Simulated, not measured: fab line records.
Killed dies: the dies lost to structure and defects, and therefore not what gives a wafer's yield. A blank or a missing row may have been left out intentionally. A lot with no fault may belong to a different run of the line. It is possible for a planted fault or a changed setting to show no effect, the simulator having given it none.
Which tool is to blame? | flow n5Finfet | Sampling: 10 lots, 28 wafers, 5 of 1938 route steps

## WHAT THE GAUGES READ, wafer by wafer
N5_BEOL_M1_OCD_MEAS_38. Usual: trenchDepthNm 55.0 nm, standard deviation 0.75.
lot  | measured     | on     | trenchDepthNm (nm) | flag
L574 | day 7 00:49  | ocd-01 | 55.6 54.9 55.5     | 
L576 | day 7 07:41  | ocd-02 | 53.8 54.7 54.8     | 
L575 | day 7 17:18  | ocd-02 | 55.0 53.9 55.1     | 
L577 | day 7 22:41  | ocd-02 | 55.2 55.7 56.1     | 
L580 | day 9 10:28  | ocd-02 | 54.9 53.2 54.2     | 
L584 | day 9 16:20  | ocd-01 | 54.3 54.0 56.5     | 
L587 | day 10 14:37 | ocd-02 | 56.6 55.8          | 
L591 | day 11 10:39 | ocd-02 | 53.9 54.4          | 
L594 | day 11 19:56 | ocd-01 | 54.9 55.2 56.0     | 
L595 | day 12 04:16 | ocd-01 | 55.2 54.2 54.8     | 

N5_BEOL_M4_RC_MEAS_101. Usual: DIBL_N 36.3 mV/V, standard deviation 1.2; DIBL_P 36.3 mV/V, standard deviation 1.4; IOFF_N 0.157 nA/um, standard deviation 0.02; IOFF_P 0.22 nA/um, standard deviation 0.033; ION_N 675 uA/um, standard deviation 9.6; ION_P 465 uA/um, standard deviation 8.2; SS_N 71.4 mV/dec, standard deviation 0.45; SS_P 73.3 mV/dec, standard deviation 0.54; VT_N 249.8 mV, standard deviation 2.5; VT_P -249 mV, standard deviation 3.2.
lot  | measured     | on        | DIBL_N (mV/V)  | DIBL_P (mV/V)  | IOFF_N (nA/um)    | IOFF_P (nA/um) | ION_N (uA/um) | ION_P (uA/um) | SS_N (mV/dec)  | SS_P (mV/dec)  | VT_N (mV)         | VT_P (mV)      | flag
L574 | day 8 19:53  | prober-01 | 34.6 35.1 35.3 | 34.8 34.9 35.1 | 0.128 0.132 0.137 | 0.16 0.17 0.17 | 665 662 668   | 455 453 455   | 71.2 71.7 71.2 | 72.0 72.3 71.9 | 251.3 251.7 253.9 | -256 -253 -254 | 
L576 | day 9 17:05  | prober-01 | 36.7 36.6 36.4 | 36.7 36.2 36.4 | 0.185 0.163 0.179 | 0.25 0.23 0.25 | 695 679 695   | 475 466 477   | 72.2 71.9 71.0 | 73.9 72.6 72.6 | 247.5 250.2 246.5 | -249 -249 -246 | 
L575 | day 9 23:38  | prober-01 | 36.5 37.5 36.6 | 35.2 37.4 34.6 | 0.145 0.176 0.138 | 0.20 0.24 0.19 | 677 690 674   | 465 477 460   | 71.7 71.7 71.2 | 73.1 73.4 73.4 | 253.5 246.0 252.7 | -251 -247 -251 | 
L577 | day 10 15:31 | prober-02 | 37.3 37.8 36.0 | 37.8 38.3 35.7 | 0.178 0.186 0.139 | 0.22 0.24 0.19 | 683 679 670   | 471 472 463   | 72.2 72.5 71.3 | 72.9 73.4 72.7 | 244.7 248.3 251.5 | -250 -250 -252 | 
L580 | day 11 08:04 | prober-01 | 37.8 37.8 37.6 | 36.3 36.7 35.7 | 0.164 0.176 0.170 | 0.23 0.25 0.23 | 671 688 684   | 462 474 472   | 72.0 71.1 71.6 | 73.7 73.4 73.5 | 251.0 247.2 248.2 | -246 -245 -247 | 
L584 | day 12 05:26 | prober-01 | 37.2 35.8 36.2 | 37.3 36.4 36.6 | 0.182 0.173 0.173 | 0.25 0.24 0.23 | 680 680 677   | 475 472 465   | 71.3 71.3 71.1 | 73.5 73.9 72.8 | 248.5 249.2 247.7 | -246 -245 -246 | 
L587 | day 12 20:43 | prober-02 | 36.3 37.1      | 36.0 36.6      | 0.133 0.149       | 0.20 0.21      | 666 677       | 461 464       | 71.5 71.6      | 72.2 72.6      | 254.8 251.3       | -251 -247      | 
L591 | day 13 12:34 | prober-02 | 35.0 35.4      | 35.5 36.4      | 0.126 0.127       | 0.18 0.19      | 653 661       | 459 460       | 70.5 71.3      | 72.8 73.2      | 254.0 254.7       | -251 -251      | 
L594 | day 13 19:12 | prober-01 | 35.7 37.4 36.5 | 36.1 37.9 36.6 | 0.147 0.182 0.170 | 0.25 0.28 0.26 | 673 675 667   | 469 473 464   | 71.2 71.5 71.8 | 73.3 74.0 73.9 | 249.2 246.1 247.4 | -246 -245 -246 | 
L595 | day 14 19:49 | prober-02 | 38.2 34.8 39.5 | 39.2 34.9 40.7 | 0.187 0.119 0.208 | 0.29 0.20 0.34 | 688 665 685   | 471 470 478   | 71.6 70.4 71.7 | 74.1 72.6 74.1 | 249.0 251.8 247.2 | -242 -248 -243 | 

## TOOL THAT RAN EACH LOT (tool first, then ch and the chambers of the sampled wafers, then the start)
lot  | N5_BEOL_M1_ALD_98               | N5_BEOL_M1_ETCH_70               | N5_BEOL_M1_STRIP_36
L574 | aldSin-04 ch 0,1,2, day 6 18:29 | rieDiel-04 ch 0,2,3, day 7 00:28 | rieDiel-04 ch 0,2,3, day 7 00:37
L576 | aldSin-03 ch 0,1, day 7 05:52   | rieDiel-05 ch 0,2,3, day 7 07:20 | rieDiel-05 ch 0,2,3, day 7 07:30
L575 | aldSin-04 ch 1,2,3, day 7 14:50 | rieDiel-02 ch 0,1, day 7 16:56   | rieDiel-02 ch 0,1, day 7 17:06
L577 | aldSin-02 ch 0,1,2, day 7 15:32 | rieDiel-04 ch 1,2,3, day 7 22:20 | rieDiel-04 ch 1,2,3, day 7 22:29
L580 | aldSin-03 ch 0,1,2, day 8 05:41 | rieDiel-05 ch 0,1,3, day 9 10:06 | rieDiel-05 ch 0,1,3, day 9 10:16
L584 | aldSin-03 ch 1,2,3, day 9 12:20 | rieDiel-05 ch 1,2,3, day 9 15:58 | rieDiel-05 ch 1,2,3, day 9 16:08
L587 | aldSin-04 ch 0,2, day 9 21:17   | rieDiel-04 ch 2,3, day 10 14:15  | rieDiel-04 ch 2,3, day 10 14:25
L591 | aldSin-03 ch 0,1, day 10 20:28  | rieDiel-04 ch 0,2, day 11 10:18  | rieDiel-04 ch 0,2, day 11 10:28
L594 | aldSin-02 ch 0,1, day 11 17:55  | rieDiel-02 ch 1,3, day 11 19:35  | rieDiel-02 ch 1,3, day 11 19:44
L595 | aldSin-02 ch 0,3, day 12 02:15  | rieDiel-02 ch 0,1, day 12 03:55  | rieDiel-02 ch 0,1, day 12 04:04
- N5_BEOL_M1_ALD_98: deposits SiO2, target thk 2.5 nm, pulse time 1 s, co reactant pulse time 1 s.
- N5_BEOL_M1_ETCH_70: etches SOC in N2/H2, target depth 80 nm, overetch 16 nm, time 120 s.
- N5_BEOL_M1_STRIP_36: strips in N2/H2.

## AS READ BY THE TOOLS THEMSELVES (means over the sampled wafers that have a number; for cases with no such wafer, the mark the record gives instead)
N5_BEOL_M1_ALD_98. Usual: heaterPowerW 77 W, standard deviation 7.2; precursorPulseHeightRel 1.000, standard deviation 0.02.
lot  | tool      | heaterPowerW (W) | precursorPulseHeightRel | flag
L574 | aldSin-04 | 80               | 1.009                   | 
L576 | aldSin-03 | 81               | 1.002                   | 
L575 | aldSin-04 | 75               | 1.006                   | 
L577 | aldSin-02 | 81               | 0.998                   | 
L580 | aldSin-03 | 80               | 1.019                   | 
L584 | aldSin-03 | 72               | 1.000                   | 
L587 | aldSin-04 | 77               | 1.002                   | 
L591 | aldSin-03 | 78               | 1.002                   | 
L594 | aldSin-02 | 87               | 1.004                   | 
L595 | aldSin-02 | 72               | 0.992                   | 

N5_BEOL_M1_ETCH_70. Usual: for biasW, 150.1 W with a standard deviation of 0.4; for drypumpMotorCurrentA, 5.8 A with a standard deviation of 0.48; for oesProductAu, 0.57 a.u. with a standard deviation of 0.058; for rfVppV, 523.7 V with a standard deviation of 2.4; for runLengthS, 143.5 s with a standard deviation of 0.49; for showerheadPlenumPTorr, 2.54 Torr with a standard deviation of 0.084; for throttleValvePct, 17.94 % with a standard deviation of 0.25.
lot  | tool       | biasW (W) | drypumpMotorCurrentA (A) | oesProductAu (a.u.) | rfVppV (V) | runLengthS (s) | showerheadPlenumPTorr (Torr) | throttleValvePct (%) | flag
L574 | rieDiel-04 | 150.4     | 5.8                      | 0.56                | 523.7      | 143.7          | 2.53                         | 17.92                | 
L576 | rieDiel-05 | 149.8     | 5.5                      | 0.54                | 523.5      | 143.8          | 2.52                         | 18.04                | 
L575 | rieDiel-02 | 150.7     | 6.0                      | 0.69                | 526.9      | 142.9          | 2.66                         | 17.72                | 
L577 | rieDiel-04 | 149.6     | 5.9                      | 0.57                | 522.2      | 143.5          | 2.49                         | 18.00                | 
L580 | rieDiel-05 | 150.5     | 5.9                      | 0.54                | 524.0      | 143.6          | 2.52                         | 18.11                | 
L584 | rieDiel-05 | 150.0     | 5.9                      | 0.54                | 523.6      | 143.8          | 2.51                         | 18.09                | 
L587 | rieDiel-04 | -         | 5.6                      | 0.77                | 527.7      | 128.1          | 2.67                         | 17.80                | OFF
L591 | rieDiel-04 | -         | 5.8                      | 0.64                | 525.0      | 127.8          | 2.57                         | 17.87                | OFF
L594 | rieDiel-02 | 150.0     | 5.5                      | 0.64                | 526.8      | 143.0          | 2.65                         | 17.69                | 
L595 | rieDiel-02 | 149.5     | 5.9                      | 0.63                | 526.3      | 142.8          | 2.64                         | 17.78                | 

N5_BEOL_M1_STRIP_36. Usual: drypumpMotorCurrentA 5.8 A, standard deviation 0.48; oesProductAu 0.75 a.u., standard deviation 0.079; rfVppV 59.3 V, standard deviation 1.6; showerheadPlenumPTorr 2.53 Torr, standard deviation 0.084; throttleValvePct 23.73 %, standard deviation 0.26.
lot  | tool       | drypumpMotorCurrentA (A) | oesProductAu (a.u.) | rfVppV (V) | showerheadPlenumPTorr (Torr) | throttleValvePct (%) | flag
L574 | rieDiel-04 | 5.7                      | 0.73                | 59.4       | 2.52                         | 23.63                | 
L576 | rieDiel-05 | 5.5                      | 0.70                | 59.2       | 2.51                         | 23.83                | 
L575 | rieDiel-02 | 5.9                      | 0.90                | 61.7       | 2.65                         | 23.59                | 
L577 | rieDiel-04 | 5.9                      | 0.74                | 60.2       | 2.49                         | 23.81                | 
L580 | rieDiel-05 | 5.9                      | 0.70                | 58.5       | 2.51                         | 23.87                | 
L584 | rieDiel-05 | 5.9                      | 0.70                | 58.3       | 2.51                         | 23.88                | 
L587 | rieDiel-04 | 5.5                      | 0.86                | 59.5       | 2.67                         | 23.57                | 
L591 | rieDiel-04 | 5.8                      | 0.71                | 59.0       | 2.57                         | 23.57                | 
L594 | rieDiel-02 | 5.5                      | 0.84                | 59.6       | 2.65                         | 23.51                | 
L595 | rieDiel-02 | 5.9                      | 0.83                | 59.3       | 2.64                         | 23.63                | 

## THE ANSWER, worked out from the rows above alone
Rule: a lot is off if the mean of its wafers that have a number lies more than 3 standard deviations from the usual mean. A lot without any number at a reading at which 4 lots or more have one is off too. Any other lot the step has rows for is counted as sound. The gauges are gone through in route order, then the tools' own readings, and for those a lot's mean is taken as printed above. At the first step where some lot is off, the reading lying furthest off is the one used; lots without a number count as furthest.
Off, at N5_BEOL_M1_ETCH_70 on biasW: L587, L591. Without a number there: L587, L591.
A tool fits if, at that step or a process step before it, it ran every lot that is off, and no sound lot after the first of them. One fits: N5_BEOL_M1_ETCH_70 on rieDiel-04. A fault onset in the window from L577 (day 7 22:20, its last sound lot) to L587 (day 10 14:15, its first lot off) fits.
The tool's own readings at N5_BEOL_M1_ETCH_70 bear it out: on the lots that are off they differ by more than 5 times the standard deviation of the sound lots' means. runLengthS reads 127.9 s there against 143.4 s on the sound lots.
Blank at N5_BEOL_M1_ETCH_70 on the lots that are off, where sound lots have numbers: biasW.

## WHAT THE SIMULATOR HAD PUT IN
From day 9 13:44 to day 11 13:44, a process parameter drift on rieDiel-04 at N5_BEOL_M1_ETCH_70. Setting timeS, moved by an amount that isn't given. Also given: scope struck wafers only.
Shown lots that were struck: L587, L591. The same result came from the rule above.
